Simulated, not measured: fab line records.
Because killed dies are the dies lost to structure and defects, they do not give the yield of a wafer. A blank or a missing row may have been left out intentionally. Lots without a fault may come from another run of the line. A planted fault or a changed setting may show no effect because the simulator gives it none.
What tool caused it?    flow nand harc    24 lots with 72 wafers sampled at 5 steps, on a route of 1302 steps

== WHAT THE GAUGES SHOWED, per wafer ==
NHARC_P_M2_THK_MEAS_24: measures by xrf. Usual: thk nm at 144.0 nm, with a standard deviation of 1.6.
lot   measured      on             thk nm (nm)        flag
L074  day 6 12:19   film metro-01  144.6 144.4 147.3  
L075  day 7 00:59   film metro-01  142.8 145.4 145.1  
L076  day 7 09:08   film metro-01  141.7 142.9 143.9  
L077  day 7 21:10   film metro-02  140.9 144.0 146.2  
L078  day 7 21:46   film metro-02  142.0 143.6 142.0  
L079  day 8 12:47   film metro-02  143.8 144.9 145.4  
L080  day 9 03:24   film metro-02  140.6 145.2 144.1  
L081  day 9 09:34   film metro-01  141.2 144.0 144.2  
L082  day 9 22:16   film metro-02  141.9 144.1 143.5  
L083  day 10 11:02  film metro-02  144.0 145.7 144.5  
L084  day 10 19:19  film metro-02  145.4 145.6 144.2  
L085  day 10 23:55  film metro-02  144.2 143.5 141.5  
L086  day 11 14:07  film metro-02  145.2 143.6 144.8  
L087  day 11 18:04  film metro-02  143.8 144.6 145.6  
L088  day 12 09:13  film metro-02  143.9 144.3 145.4  
L089  day 12 16:01  film metro-02  144.4 142.7 143.0  
L090  day 13 06:58  film metro-02  145.7 148.3 144.3  
L091  day 13 18:23  film metro-02  145.1 144.4 145.5  
L092  day 13 18:56  film metro-01  143.8 145.2 142.9  
L093  day 14 09:13  film metro-02  144.5 145.9 143.9  
L094  day 15 02:40  film metro-01  143.7 143.9 141.2  
L095  day 15 04:24  film metro-02  142.8 142.4 144.7  
L096  day 15 15:53  film metro-02  144.4 145.9 141.3  
L097  day 16 03:41  film metro-01  142.7 146.0 145.4  

NHARC_P_M2_INSPECT_27. Usual: raw defect count at 314, with a standard deviation of 100.
lot   measured      on                 raw defect count  flag
L074  day 6 12:28   defect inspect-02  234 327 375       
L075  day 7 01:08   defect inspect-02  364 235 388       
L076  day 7 09:17   defect inspect-01  335 329 235       
L077  day 7 21:19   defect inspect-02  357 252 435       
L078  day 7 21:56   defect inspect-01  167 168 206       
L079  day 8 12:56   defect inspect-02  443 202 275       
L080  day 9 03:33   defect inspect-02  203 235 160       
L081  day 9 09:43   defect inspect-02  285 254 141       
L082  day 9 22:25   defect inspect-01  247 243 187       
L083  day 10 11:12  defect inspect-01  495 502 406       
L084  day 10 19:28  defect inspect-01  174 269 135       
L085  day 11 00:05  defect inspect-02  447 446 271       
L086  day 11 14:16  defect inspect-01  328 139 151       
L087  day 11 18:14  defect inspect-01  441 610 403       
L088  day 12 09:22  defect inspect-02  292 319 322       
L089  day 12 16:10  defect inspect-01  278 147 318       
L090  day 13 07:08  defect inspect-01  288 537 274       
L091  day 13 18:32  defect inspect-01  280 377 353       
L092  day 13 19:06  defect inspect-01  176 239 134       
L093  day 14 09:22  defect inspect-01  352 228 307       
L094  day 15 02:50  defect inspect-01  242 382 314       
L095  day 15 04:34  defect inspect-02  335 437 255       
L096  day 15 16:02  defect inspect-01  304 163 326       
L097  day 16 03:52  defect inspect-02  361 327 468       

NHARC_P_BONDPAD_THK_MEAS_33: measures by ellipsometry. Usual: thk nm at 199.8 nm, with a standard deviation of 1.5.
lot   measured      on             thk nm (nm)        flag
L074  day 6 13:40   film metro-02  198.7 201.3 200.0  
L075  day 7 02:20   film metro-02  199.0 201.5 201.9  
L076  day 7 10:30   film metro-01  199.3 199.8 200.0  
L077  day 7 22:31   film metro-02  198.7 202.3 197.9  
L078  day 7 23:08   film metro-02  199.8 200.7 200.2  
L079  day 8 14:10   film metro-01  201.4 199.1 201.7  
L080  day 9 04:46   film metro-01  199.1 199.4 199.8  
L081  day 9 10:56   film metro-02  199.1 198.9 197.8  
L082  day 9 23:47   film metro-02  198.1 198.1 199.5  
L083  day 10 12:34  film metro-02  200.5 198.3 200.3  
L084  day 10 20:41  film metro-02  200.9 201.3 200.9  
L085  day 11 01:17  film metro-02  196.7 201.2 200.9  
L086  day 11 15:29  film metro-02  201.9 201.1 198.8  
L087  day 11 19:27  film metro-02  201.2 201.1 201.5  
L088  day 12 10:35  film metro-02  197.8 197.9 197.2  
L089  day 12 17:23  film metro-01  201.9 201.1 197.2  
L090  day 13 08:29  film metro-01  197.7 197.2 200.6  
L091  day 13 19:44  film metro-01  201.2 199.5 201.9  
L092  day 13 20:36  film metro-02  200.3 199.8 201.7  
L093  day 14 10:37  film metro-01  197.6 197.6 196.7  
L094  day 15 04:04  film metro-01  202.6 199.0 197.6  
L095  day 15 05:47  film metro-01  198.5 200.8 200.3  
L096  day 15 17:15  film metro-01  200.9 198.8 199.6  
L097  day 16 05:05  film metro-01  199.4 202.2 199.5  

== WHICH TOOL RAN EACH LOT (tool, then ch and the chambers of the sampled wafers, then the start) ==
lot   NHARC_P_M2_DESCUM_14                NHARC_P_BONDPAD_DEP_00
L074  rie diel-12 ch 0,1,3, day 6 09:53   pecvd-04 ch 0,2, day 6 13:40 or earlier
L075  rie diel-12 ch 1,2, day 6 22:29     pecvd-02 ch 0,2, day 7 02:20 or earlier
L076  rie diel-12 ch 0,2, day 7 06:42     pecvd-03 ch 0,1,2, day 7 09:53
L077  rie diel-12 ch 0,1,3, day 7 18:31   pecvd-03 ch 0,1,2, day 7 22:31 or earlier
L078  rie diel-01 ch 0,2, day 7 19:21     pecvd-04 ch 0,1,2, day 7 22:29
L079  rie diel-01 ch 2,3, day 8 10:17     pecvd-02 ch 0,1,2, day 8 13:38
L080  rie diel-01 ch 0,1,3, day 9 01:00   pecvd-02 ch 0,2, day 9 04:13
L081  rie diel-12 ch 0,2,3, day 9 07:08   pecvd-03 ch 0,1, day 9 10:19
L082  rie diel-12 ch 0,1,3, day 9 19:51   pecvd-04 ch 1,2, day 9 23:03
L083  rie diel-01 ch 0,2,3, day 10 08:28  pecvd-03 ch 1,2, day 10 11:55
L084  rie diel-12 ch 0,3, day 10 16:52    pecvd-04 ch 0,1, day 10 20:01
L085  rie diel-12 ch 1,2,3, day 10 21:30  pecvd-02 ch 0,1,2, day 11 00:38
L086  rie diel-01 ch 0,2, day 11 11:41    pecvd-04 ch 0,1,2, day 11 14:52
L087  rie diel-12 ch 2,3, day 11 15:21    pecvd-04 ch 0,2, day 11 18:47
L088  rie diel-01 ch 0,3, day 12 06:41    pecvd-03 ch 0,2, day 12 09:58
L089  rie diel-12 ch 0,1,2, day 12 13:37  pecvd-02 ch 0,1,2, day 12 16:44
L090  rie diel-01 ch 0,1,2, day 13 04:34  pecvd-02 ch 0,1,2, day 13 07:58
L091  rie diel-12 ch 1,2,3, day 13 15:58  pecvd-04 ch 1,2, day 13 19:05
L092  rie diel-01 ch 0,2,3, day 13 16:31  pecvd-02 ch 0,2, day 13 19:52
L093  rie diel-12 ch 0,2,3, day 14 06:49  pecvd-02 ch 0,2, day 14 10:00
L094  rie diel-09 ch 0,1,2, day 14 23:06  pecvd-04 ch 0,1,2, day 15 03:27
L095  rie diel-12 ch 0,3, day 15 01:58    pecvd-03 ch 0,1,2, day 15 05:15
L096  rie diel-12 ch 0,1, day 15 13:10    pecvd-02 ch 0,1,2, day 15 16:41
L097  rie diel-09 ch 0,1,3, day 16 01:17  pecvd-02 ch 0,1, day 16 04:25
- NHARC_P_M2_DESCUM_14: chemistry O2, time 3 s.
- NHARC_P_BONDPAD_DEP_00: deposits SiCN, target thk 250 nm.

== WHAT THE TOOLS THEMSELVES READ (means of the sampled wafers that have a number; where no wafer has one, the mark that the record gives instead) ==
NHARC_P_M2_DESCUM_14. Usual: for chamber pressure mTorr, 60.02 mTorr with a standard deviation of 0.24; for drypump motor current A, 5.6 A with a standard deviation of 0.49; for mfc ar sccm, 0.007 sccm with a standard deviation of 0.0091; for oes product au, 0.999 a.u. with a standard deviation of 0.0095; for rf vpp V, 57.9 V with a standard deviation of 0.9; for showerhead plenum p Torr, 1.93 Torr with a standard deviation of 0.088; for throttle valve pct, 11.310 % with a standard deviation of 0.0095.
lot   tool         chamber pressure mTorr (mTorr)  drypump motor current A (A)  mfc ar sccm (sccm)  oes product au (a.u.)  rf vpp V (V)  showerhead plenum p Torr (Torr)  throttle valve pct (%)  flag
L074  rie diel-12  60.07                           5.4                          0.000               0.997                  58.7          1.93                             11.303                  
L075  rie diel-12  60.01                           5.7                          0.013               1.004                  58.7          1.97                             11.316                  
L076  rie diel-12  60.01                           5.2                          0.006               1.006                  56.8          1.86                             11.317                  
L077  rie diel-12  60.02                           5.4                          0.000               0.997                  57.6          1.93                             11.318                  
L078  rie diel-01  59.99                           5.5                          0.017               1.008                  58.0          1.92                             11.304                  
L079  rie diel-01  60.05                           6.1                          0.016               0.991                  58.4          2.00                             11.314                  
L080  rie diel-01  59.96                           5.6                          0.004               1.004                  57.7          1.89                             11.318                  
L081  rie diel-12  60.06                           5.6                          0.006               0.999                  58.1          1.94                             11.312                  
L082  rie diel-12  60.00                           5.4                          0.000               1.000                  58.4          1.93                             11.311                  
L083  rie diel-01  60.00                           5.8                          0.012               0.993                  57.8          1.95                             11.302                  
L084  rie diel-12  59.97                           5.7                          0.000               1.007                  58.0          1.96                             11.301                  
L085  rie diel-12  60.02                           5.8                          0.006               1.001                  58.0          1.99                             11.302                  
L086  rie diel-01  59.99                           5.5                          0.017               1.003                  58.4          1.92                             11.310                  
L087  rie diel-12  60.07                           6.0                          0.006               1.003                  57.9          2.02                             11.305                  
L088  rie diel-01  59.99                           5.9                          0.004               0.996                  57.8          1.94                             11.300                  
L089  rie diel-12  59.97                           5.3                          0.006               1.004                  56.9          1.90                             11.309                  
L090  rie diel-01  60.04                           5.5                          0.012               0.994                  58.3          1.91                             11.304                  
L091  rie diel-12  60.03                           5.8                          0.006               0.986                  58.1          1.99                             11.316                  
L092  rie diel-01  60.03                           5.8                          0.012               0.995                  58.1          1.95                             11.319                  
L093  rie diel-12  60.00                           5.6                          0.006               0.998                  58.1          1.94                             11.310                  
L094  rie diel-09  59.99                           6.0                          0.009               0.988                  57.7          1.92                             11.317                  
L095  rie diel-12  59.97                           5.7                          0.000               0.997                  57.4          1.96                             11.312                  
L096  rie diel-12  59.93                           5.0                          0.000               1.009                  56.6          1.84                             11.306                  
L097  rie diel-09  59.94                           5.7                          0.005               0.995                  57.6          1.96                             11.310                  

NHARC_P_BONDPAD_DEP_00. Usual: heater power w 558 W, standard deviation 70; susceptor temp C 370.02 C, standard deviation 0.19.
lot   tool      heater power w (W)  susceptor temp C (C)  flag
L074  pecvd-04  641                 370.10                
L075  pecvd-02  511                 370.14                
L076  pecvd-03  565                 370.07                
L077  pecvd-03  528                 369.94                
L078  pecvd-04  599                 370.02                
L079  pecvd-02  587                 370.24                
L080  pecvd-02  508                 370.00                
L081  pecvd-03  499                 369.78                
L082  pecvd-04  520                 370.01                
L083  pecvd-03  487                 369.96                
L084  pecvd-04  537                 369.97                
L085  pecvd-02  562                 370.18                
L086  pecvd-04  575                 369.93                
L087  pecvd-04  623                 370.25                
L088  pecvd-03  567                 369.85                
L089  pecvd-02  575                 369.97                
L090  pecvd-02  517                 369.92                
L091  pecvd-04  468                 369.80                
L092  pecvd-02  559                 369.94                
L093  pecvd-02  552                 369.98                
L094  pecvd-04  568                 370.11                
L095  pecvd-03  561                 370.25                
L096  pecvd-02  572                 369.97                
L097  pecvd-02  563                 370.03                

== THE ANSWER, worked out from the rows above alone ==
Rule: a lot is off if the mean of its wafers that have a number lies more than 3 standard deviations from the usual mean. Also off: a lot with no number at a reading for which 4 or more lots have one. All remaining lots with rows at the step are treated as sound. Order of review: gauges by route order, followed by the tools' own readings, for which a lot's mean as printed above is used. The first step at which some lot is off is used, and at that step the reading that is off furthest; a lot without a number counts as furthest.
No lot is off on any of the readings shown, so nothing can be concluded from this.

== WHAT WAS PUT IN BY THE SIMULATOR ==
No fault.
